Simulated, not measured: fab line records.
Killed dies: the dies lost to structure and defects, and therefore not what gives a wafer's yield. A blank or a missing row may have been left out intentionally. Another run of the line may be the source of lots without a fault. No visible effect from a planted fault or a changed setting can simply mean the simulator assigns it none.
Split-lot experiment + flow n5_finfet + on a route of 1938 steps: 7 lots, 39 wafers read

THE SPLIT
At N5_BEOL_M5_CVD_47 (deposits Co from CCTBA/H2, target thk 3 nm, time 216 s), the setting target_thk_a was moved away from the recipe's 30 angstrom on 18 of the 39 wafers read, by -58.6% to +39.8%. For the rest of the wafers, this setting stayed at what the recipe calls for.

The reading comes from the split's own step.

THE READING
Co_of_BEOL_M5_CVD_47.thk_nm (the simulator's own value, which no gauge read), in nm, at N5_BEOL_M5_CVD_47 (deposits Co from CCTBA/H2, target thk 3 nm, time 216 s). No usual value for it is given in the file. Here, 21 wafers ran the recipe; their average is 3.1 nm with a standard deviation of 0.14 nm.

| wafer  | tool, chamber at the split | target_thk_a as run, angstrom | against the recipe | Co_of_BEOL_M5_CVD_47.thk_nm, nm | against lot-mates on the recipe |
|--------|----------------------------|-------------------------------|--------------------|---------------------------------|---------------------------------|
| L076.3 | cvd_co-01, 1,2             | 30                            | recipe             | 3                               | -                               |
| L076.4 | cvd_co-01, 1,2             | 30                            | recipe             | 3                               | -                               |
| L076.5 | cvd_co-01, 0               | 30                            | recipe             | 3.2                             | -                               |
| L079.1 | cvd_co-02, 0,1,2           | 15.26                         | -49.1%             | 1.8                             | -1.5                            |
| L079.2 | cvd_co-02, 0,1,2           | 15.26                         | -49.1%             | 1.8                             | -1.5                            |
| L079.6 | cvd_co-02, 0,1,2           | 15.26                         | -49.1%             | 1.8                             | -1.5                            |
| L079.3 | cvd_co-02, 2               | 30                            | recipe             | 3.4                             | -                               |
| L079.4 | cvd_co-02, 1,0             | 30                            | recipe             | 3.2                             | -                               |
| L079.5 | cvd_co-02, 1,0             | 30                            | recipe             | 3.2                             | -                               |
| L081.1 | cvd_co-02, 0,1,0           | 30                            | recipe             | 3.2                             | -                               |
| L081.2 | cvd_co-02, 0,1,0           | 30                            | recipe             | 3.2                             | -                               |
| L081.5 | cvd_co-02, 0,1,0           | 30                            | recipe             | 3.2                             | -                               |
| L081.3 | cvd_co-02, 2,1,2           | 24.58                         | -18.1%             | 2.6                             | -0.6                            |
| L081.4 | cvd_co-02, 2,1,2           | 24.58                         | -18.1%             | 2.6                             | -0.6                            |
| L081.6 | cvd_co-02, 2,1,2           | 24.58                         | -18.1%             | 2.6                             | -0.6                            |
| L091.1 | cvd_co-02, 1,0             | 30                            | recipe             | 3                               | -                               |
| L091.6 | cvd_co-02, 1,0             | 30                            | recipe             | 3                               | -                               |
| L091.2 | cvd_co-02, 0,1             | 12.42                         | -58.6%             | 1.2                             | -1.7                            |
| L091.5 | cvd_co-02, 0,1             | 12.42                         | -58.6%             | 1.2                             | -1.7                            |
| L091.3 | cvd_co-02, 2               | 30                            | recipe             | 2.8                             | -                               |
| L091.4 | cvd_co-02, 2               | 12.42                         | -58.6%             | 1                               | -1.9                            |
| L092.1 | cvd_co-01, 2               | 25.41                         | -15.3%             | 2.4                             | -0.7                            |
| L092.2 | cvd_co-01, 1               | 30                            | recipe             | 3                               | -                               |
| L092.5 | cvd_co-01, 1               | 30                            | recipe             | 3                               | -                               |
| L092.3 | cvd_co-01, 0,2             | 25.41                         | -15.3%             | 2.6                             | -0.5                            |
| L092.6 | cvd_co-01, 0,2             | 25.41                         | -15.3%             | 2.6                             | -0.5                            |
| L092.4 | cvd_co-01, 0               | 30                            | recipe             | 3.2                             | -                               |
| L094.1 | cvd_co-01, 1               | 38.96                         | +29.9%             | 4                               | +1.0                            |
| L094.2 | cvd_co-01, 2               | 38.96                         | +29.9%             | 3.8                             | +0.8                            |
| L094.3 | cvd_co-01, 0               | 38.96                         | +29.9%             | 4.2                             | +1.2                            |
| L094.4 | cvd_co-01, 1,0,2           | 30                            | recipe             | 3                               | -                               |
| L094.5 | cvd_co-01, 1,0,2           | 30                            | recipe             | 3                               | -                               |
| L094.6 | cvd_co-01, 1,0,2           | 30                            | recipe             | 3                               | -                               |
| L095.1 | cvd_co-01, 1               | 30                            | recipe             | 2.8                             | -                               |
| L095.2 | cvd_co-01, 0               | 41.94                         | +39.8%             | 4.2                             | +1.3                            |
| L095.6 | cvd_co-01, 0               | 41.94                         | +39.8%             | 4.2                             | +1.3                            |
| L095.3 | cvd_co-01, 2,1             | 30                            | recipe             | 3                               | -                               |
| L095.4 | cvd_co-01, 2,1             | 30                            | recipe             | 3                               | -                               |
| L095.5 | cvd_co-01, 2               | 41.94                         | +39.8%             | 4                               | +1.1                            |
When a row names more than one chamber, that row covers several wafers, and the file does not tell which wafer ran in which chamber.

THE FIT
A straight line over all 39 wafers: Co_of_BEOL_M5_CVD_47.thk_nm changes by +0.0295 nm for each +1% of target_thk_a; r = +0.98; the points scatter about the line by 0.15 nm.
The same after taking each lot's own level away (the mean of its wafers on the recipe; 39 wafers): +0.0309 nm for each +1%; r = +0.99; scatter 0.096 nm.
That fit puts the effect of the largest move of target_thk_a on the reading at 1.8 nm.
Across the lots, their own levels run from 2.93 to 3.27 nm, a range of 2.3 times the standard deviation given above.
So the lot-to-lot level changes the slope little: the two slopes agree.
Check: for one of the wafers moved furthest among these (-58.6%), held out of the fit, the line's prediction against its lot-mates is -1.82 nm. It came out at -1.73 nm against them.

ADDITIONAL SPLITS CARRIED BY THESE WAFERS
Before the reading, these wafers also passed through other splits. Each is held against what the fit with the lots' levels taken away leaves over:
| other split on the same wafers           | wafers away from the commonest value | r with Co_of_BEOL_M5_CVD_47.thk_nm (lot level and that fit taken away) |
|------------------------------------------|--------------------------------------|------------------------------------------------------------------------|
| N5_BEOL_M3_ILD_DEP_00 target_thk_a       | 12                                   | +0.16                                                                  |
| N5_BEOL_M5_TRENCH_ETCH_37 target_depth_a | 18                                   | +0.05                                                                  |

THE FILE'S OWN FIT
Co_of_BEOL_M5_CVD_47.thk_nm changes by +0.0309 nm for each +1% of target_thk_a, r = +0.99.
